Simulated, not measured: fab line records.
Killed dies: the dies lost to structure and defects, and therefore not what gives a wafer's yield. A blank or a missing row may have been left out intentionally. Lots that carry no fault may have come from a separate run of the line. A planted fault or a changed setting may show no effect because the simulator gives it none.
Which tool was responsible? | flow nand harc | 11 lots, 33 wafers sampled, at 5 steps of a route of 1302

## WHAT EACH GAUGE READ, for each wafer
NHARC_END_SORT_01. Usual: killed at array 61, standard deviation 22; killed at other 0.8, standard deviation 1; killed at periphery 3.8, standard deviation 2.3; killed dies 66, standard deviation 22; killed open 3.2, standard deviation 1.9; killed short 2.8, standard deviation 1.8.
lot  | measured     | on        | killed at array | killed at other | killed at periphery | killed dies | killed open | killed short | flag
L917 | day 28 02:14 | prober-02 | 56 62 29        | 0 0 0           | 2 6 3               | 58 68 32    | 4 3 2       | 1 7 3        |

## WHAT TOOL EACH LOT RAN ON (gives the tool, then ch and the chambers of the sampled wafers, and finally the start)
lot  | NHARC_A_CHANNEL_HOLE_D2_ETCH_23  | NHARC_A_CHANNEL_FILL_D2_ETCHBACK_19 | NHARC_A_CHANNEL_FILL_D2_ANNEAL_22 | NHARC_A_CHANNEL_FILL_D2_ALD_25
L910 | har etch-02 ch 0, day 13 22:24   | rie si-01 ch 0,3, day 15 03:55      | furnace-04 ch 0, day 15 11:37     | ald hk-04 ch 0,1, day 15 16:22
L913 | har etch-02 ch 0,1, day 15 05:58 | rie si-05 ch 1,3, day 16 11:59      | furnace-06 ch 0, day 16 20:01     | ald hk-03 ch 0,1,2, day 17 01:17
L912 | har etch-01 ch 0,1, day 15 07:39 | rie si-04 ch 2,3, day 16 11:59      | furnace-06 ch 0, day 16 20:01     | ald hk-04 ch 2,3, day 17 00:41
L915 | har etch-01 ch 0, day 16 08:09   | rie si-04 ch 2,3, day 17 17:50      | furnace-06 ch 0, day 18 01:55     | ald hk-04 ch 0,2, day 18 06:04
L917 | har etch-01 ch 0,1, day 17 07:52 | rie si-05 ch 0,1,3, day 18 13:20    | furnace-06 ch 0, day 18 21:26     | ald hk-03 ch 2,3, day 19 02:08
L922 | har etch-01 ch 0,1, day 19 10:04 | rie si-05 ch 0,1,3, day 20 15:17    | furnace-07 ch 0, day 20 23:16     | ald hk-03 ch 1,2, day 21 03:51
L923 | har etch-02 ch 0,1, day 19 11:37 | rie si-04 ch 0,2,3, day 20 15:19    | furnace-07 ch 0, day 20 23:16     | ald hk-04 ch 0,3, day 21 03:31
L925 | har etch-01 ch 0,1, day 20 15:05 | rie si-05 ch 0,2, day 21 20:22      | furnace-04 ch 0, day 22 04:25     | ald hk-03 ch 0,3, day 22 08:29
L926 | har etch-02 ch 0, day 21 04:31   | rie si-04 ch 0,3, day 22 08:34      | furnace-04 ch 0, day 22 17:05     | ald hk-01 ch 0,2,3, day 22 22:17
L930 | har etch-02 ch 0,1, day 22 16:36 | rie si-04 ch 0,1,3, day 24 00:12    | furnace-04 ch 0, day 24 09:51     | ald hk-04 ch 0,2,3, day 24 13:55
L931 | har etch-02 ch 0,1, day 22 21:29 | rie si-05 ch 1,2,3, day 24 00:13    | furnace-04 ch 0, day 24 09:51     | ald hk-03 ch 0,1, day 24 16:18
- NHARC_A_CHANNEL_HOLE_D2_ETCH_23: etches the open film in C4F8/O2/Ar, time 819 s, target depth 1600 nm.
- NHARC_A_CHANNEL_FILL_D2_ETCHBACK_19: etches the open film in HBr/Cl2, target depth 5 nm, time 1.7 s.
- NHARC_A_CHANNEL_FILL_D2_ANNEAL_22: time 7200 s.
- NHARC_A_CHANNEL_FILL_D2_ALD_25: deposits SiOx, target thk 60 nm, pulse time 10 s, ald cycles 600.

## WHAT THE TOOLS THEMSELVES READ (means of the sampled wafers that have a number; where no wafer has one, the mark that the record gives instead)
NHARC_A_CHANNEL_HOLE_D2_ETCH_23. Usual: drypump motor current A 5.8 A, standard deviation 0.39; showerhead plenum p Torr 3.73 Torr, standard deviation 0.15; temp c -19.99 C, standard deviation 0.11; throttle valve pct 32.155 %, standard deviation 0.0092.
lot  | tool        | drypump motor current A (A) | showerhead plenum p Torr (Torr) | temp c (C) | throttle valve pct (%) | flag
L910 | har etch-02 | 5.8                         | 3.93                            | -20.01     | 32.152                 |
L913 | har etch-02 | 5.8                         | 3.78                            | -19.97     | 32.151                 |
L912 | har etch-01 | 6.0                         | 3.63                            | -20.04     | 32.153                 |
L915 | har etch-01 | 6.5                         | 3.60                            | -19.95     | 32.163                 |
L917 | har etch-01 | 6.1                         | 3.62                            | -19.88     | 32.158                 |
L922 | har etch-01 | 5.7                         | 3.63                            | -20.04     | 32.159                 |
L923 | har etch-02 | 5.8                         | 3.91                            | -19.93     | 32.147                 |
L925 | har etch-01 | 5.7                         | 3.62                            | -19.97     | 32.158                 |
L926 | har etch-02 | 5.7                         | 3.88                            | -19.93     | 32.151                 |
L930 | har etch-02 | 5.8                         | 3.88                            | -19.96     | 32.156                 |
L931 | har etch-02 | 5.8                         | 3.88                            | -19.99     | 32.158                 |

NHARC_A_CHANNEL_FILL_D2_ETCHBACK_19. Usual: drypump motor current A 5.7 A, standard deviation 0.47; oes product au 1.000 a.u., standard deviation 0.0071; throttle valve pct 26.405 %, standard deviation 0.0092.
lot  | tool      | drypump motor current A (A) | oes product au (a.u.) | throttle valve pct (%) | flag
L910 | rie si-01 | 6.1                         | 0.998                 | 26.403                 |
L913 | rie si-05 | 5.4                         | 1.003                 | 26.409                 |
L912 | rie si-04 | 6.2                         | 1.004                 | 26.407                 |
L915 | rie si-04 | 6.2                         | 1.000                 | 26.407                 |
L917 | rie si-05 | 5.4                         | 0.995                 | 26.403                 |
L922 | rie si-05 | 5.4                         | 0.993                 | 26.407                 |
L923 | rie si-04 | 6.1                         | 1.006                 | 26.399                 |
L925 | rie si-05 | 5.4                         | 0.994                 | 26.399                 |
L926 | rie si-04 | 5.8                         | 1.007                 | 26.407                 |
L930 | rie si-04 | 5.9                         | 1.009                 | 26.403                 |
L931 | rie si-05 | 5.3                         | 0.995                 | 26.411                 |

NHARC_A_CHANNEL_FILL_D2_ANNEAL_22. Usual: spike tc bottom C 640.3 C, standard deviation 1.5; spike tc centre C 620.7 C, standard deviation 0.98; spike tc lower C 620.4 C, standard deviation 1.2; spike tc top C 639.4 C, standard deviation 1.8; spike tc upper C 619.4 C, standard deviation 1.2; tube center temp C 620.01 C, standard deviation 0.054; tube_center_temp_C_max 621.62, standard deviation 0.28; zone power bottom pct 11.85 %, standard deviation 0.24; zone power top pct 19.5 %, standard deviation 2.1.
lot  | tool       | spike tc bottom C (C) | spike tc centre C (C) | spike tc lower C (C) | spike tc top C (C) | spike tc upper C (C) | tube center temp C (C) | tube_center_temp_C_max | zone power bottom pct (%) | zone power top pct (%) | flag
L910 | furnace-04 | 639.8                 | 622.4                 | 621.3                | 638.6              | 619.2                | 620.03                 | 621.58                 | 11.79                     | 20.8                   |
L913 | furnace-06 | 643.1                 | 620.8                 | 620.9                | 641.9              | 620.3                | 620.00                 | 621.48                 | 11.70                     | 21.1                   |
L912 | furnace-06 | 642.0                 | 620.5                 | 620.6                | 642.7              | 618.5                | 620.05                 | 621.61                 | 11.53                     | 21.0                   |
L915 | furnace-06 | 676.1                 | 654.9                 | 654.3                | 674.1              | 653.4                | 654.41                 | 656.03                 | 12.99                     | 22.7                   | OFF
L917 | furnace-06 | 677.3                 | 655.4                 | 653.3                | 675.3              | 653.9                | 654.47                 | 655.93                 | 12.87                     | 22.9                   | OFF
L922 | furnace-07 | 640.2                 | 620.5                 | 620.5                | 638.2              | 618.2                | 619.99                 | 621.63                 | 12.14                     | 16.8                   |
L923 | furnace-07 | 638.9                 | 620.3                 | 619.4                | 638.5              | 619.1                | 619.99                 | 621.47                 | 12.10                     | 16.7                   |
L925 | furnace-04 | 640.6                 | 621.2                 | 620.4                | 638.8              | 620.4                | 619.96                 | 621.68                 | 11.77                     | 20.8                   |
L926 | furnace-04 | 639.6                 | 621.1                 | 621.9                | 639.2              | 620.1                | 620.00                 | 622.06                 | 11.72                     | 20.9                   |
L930 | furnace-04 | 639.5                 | 621.5                 | 621.6                | 638.5              | 620.4                | 620.04                 | 621.60                 | 11.84                     | 20.7                   |
L931 | furnace-04 | 640.5                 | 620.5                 | 621.2                | 639.8              | 619.2                | 619.97                 | 621.62                 | 11.58                     | 21.0                   |

NHARC_A_CHANNEL_FILL_D2_ALD_25. Usual: heater power outer w 252 W, standard deviation 19; heater power w 445 W, standard deviation 37; precursor pulse height rel 1.003, standard deviation 0.019.
lot  | tool      | heater power outer w (W) | heater power w (W) | precursor pulse height rel | flag
L910 | ald hk-04 | 232                      | 421                | 0.993                      |
L913 | ald hk-03 | 248                      | 449                | 0.993                      |
L912 | ald hk-04 | 258                      | 463                | 1.003                      |
L915 | ald hk-04 | 239                      | 407                | 1.002                      |
L917 | ald hk-03 | 257                      | 461                | 1.014                      |
L922 | ald hk-03 | 251                      | 431                | 1.001                      |
L923 | ald hk-04 | 262                      | 490                | 1.005                      |
L925 | ald hk-03 | 244                      | 440                | 1.018                      |
L926 | ald hk-01 | 283                      | 481                | 0.987                      |
L930 | ald hk-04 | 261                      | 448                | 1.008                      |
L931 | ald hk-03 | 241                      | 433                | 1.004                      |

## THE ANSWER, worked out from the rows above alone
Rule: a lot counts as off when the mean over its wafers that have a number is more than 3 standard deviations away from the usual mean. A lot without any number at a reading at which 4 lots or more have one is off too. Any other lot the step has rows for is counted as sound. First the gauges in route order, then the tools' own readings, where a lot's mean is used as printed above. At the first step where some lot is off, the reading lying furthest off is the one used; lots without a number count as furthest.
Off: L915, L917, at NHARC_A_CHANNEL_FILL_D2_ANNEAL_22 (tube center temp C).
A tool fits if, at that step or a process step before it, it ran every lot that is off, and no sound lot after the first of them. One fits: NHARC_A_CHANNEL_FILL_D2_ANNEAL_22 on furnace-06. Its last sound lot is L912 (day 16 20:01), its first lot that is off L915 (day 18 01:55): a fault that began between those two fits.
The tool's own readings at NHARC_A_CHANNEL_FILL_D2_ANNEAL_22 bear it out: on the lots that are off they differ by more than 5 times the standard deviation of the sound lots' means. spike tc bottom C reads 676.7 C there against 640.5 C on the sound lots; spike tc centre C reads 655.1 C there against 621.0 C on the sound lots; spike tc lower C reads 653.8 C there against 620.9 C on the sound lots; spike tc top C reads 674.7 C there against 639.6 C on the sound lots; spike tc upper C reads 653.6 C there against 619.5 C on the sound lots; tube center temp C reads 654.44 C there against 620.00 C on the sound lots; tube_center_temp_C_max reads 655.98 there against 621.64 on the sound lots; zone power bottom pct reads 12.93 % there against 11.80 % on the sound lots.

## WHAT HAD BEEN PUT IN BY THE SIMULATOR
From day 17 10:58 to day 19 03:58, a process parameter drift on furnace-06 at NHARC_A_CHANNEL_FILL_D2_ANNEAL_22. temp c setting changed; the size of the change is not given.
Shown lots that were struck: L917, L915. The rule above found the same.
